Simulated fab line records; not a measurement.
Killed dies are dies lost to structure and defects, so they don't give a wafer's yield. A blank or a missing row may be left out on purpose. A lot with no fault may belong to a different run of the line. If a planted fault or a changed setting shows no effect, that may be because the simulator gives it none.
8D (eight disciplines) problem report, filled in by code + flow n5 finfet + the parts of the form that need people (team, actions taken, sign-off) are left out

1. WHAT IS WRONG
oes product au at N5_DUMMY_GATE_ETCH_32 reads a mean of 1.244 a.u. on 3 wafers of 3 lots; wafers without a fault read 1.004 a.u. with a standard deviation of 0.016. That puts it +15 standard deviations away from the usual mean.
The step: etches SiO2 in CF4, target depth 3.5 nm, time 3.9 s.
First seen on wafer L642.3, day 6 20:06, on rie si-05. Wafers with a number at this step in the record: 27, from 10 lots. The rule behind "out" and "out of limits": a value lying over 4 standard deviations away from the usual mean. The rest of the wafers with a number are treated as sound.

2. WHAT IT IS, WHAT IT ISN'T
| question                    | is                     | is not                                                                                       |
|-----------------------------|------------------------|----------------------------------------------------------------------------------------------|
| which readings at this step | oes product au         | drypump motor current A, he backside leak sccm                                               |
| which lots                  | L642, L644, L645       | L633, L634, L636, L641, L647, L648, L650                                                     |
| which wafers of those lots  | L642.3, L644.3, L645.4 | L642.6, L644.2, L645.2                                                                       |
| read on which tools         | rie si-05              | rie si-03, rie si-04                                                                         |
| when                        | from day 6 20:06       | up to then (13 sound wafers); but 11 sound wafers of L644, L645, L647, L648, L650 came after |

3. SUSPECTS, AND WHAT RULES EACH OUT
Counting: any tool at a process step up to the reading remains a suspect provided it ran every lot that is out. Sound lots after the first of them don't rule it out here, since some wafers of a struck lot are sound.
- rie si-05 at N5_DUMMY_GATE_ETCH_32 (etches SiO2 in CF4, target depth 3.5 nm, time 3.9 s): kept. It ran every lot that is out, first L642 (day 6 20:06); its last sound lot up to then is L641 (day 6 14:33). Its own oes product au readings are out on those wafers.
Remaining after the count: rie si-05 at N5_DUMMY_GATE_ETCH_32.

4. THE CAUSE (what the simulator had put in)
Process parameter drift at N5_DUMMY_GATE_ETCH_32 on rie si-05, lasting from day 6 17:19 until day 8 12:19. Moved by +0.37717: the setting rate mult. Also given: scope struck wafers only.
After counting, this tool was the only one left.

5. THE EFFECT CHAIN, in route order
One row per reading whose mean, taken over the struck wafers that have a number, lies over 3 standard deviations from the usual. Scope: only readings with a usual standard deviation given in the record; hours: median across lots of the time from each lot's start at the first step in this table that gives one to its start at this step; sigmas: change in usual standard deviations.
| hours | step                  | reading        | usual      | on struck wafers | change | sigmas |
|-------|-----------------------|----------------|------------|------------------|--------|--------|
| 0     | N5_DUMMY_GATE_ETCH_32 | oes product au | 1.004 a.u. | 1.244            | +0.240 | +15    |
The process steps in it:
- N5_DUMMY_GATE_ETCH_32: etches SiO2 in CF4, target depth 3.5 nm, time 3.9 s.
At these later measuring or inspecting steps, every struck wafer for which the step has a row has a number for every such reading, and none has moved that far: N5_BEOL_M4_RC_MEAS_101.

6. HOW IT WOULD HAVE BEEN CAUGHT EARLIER
In this record the first reading out of limits was taken at day 6 20:06, 3 hours after the fault began at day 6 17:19.
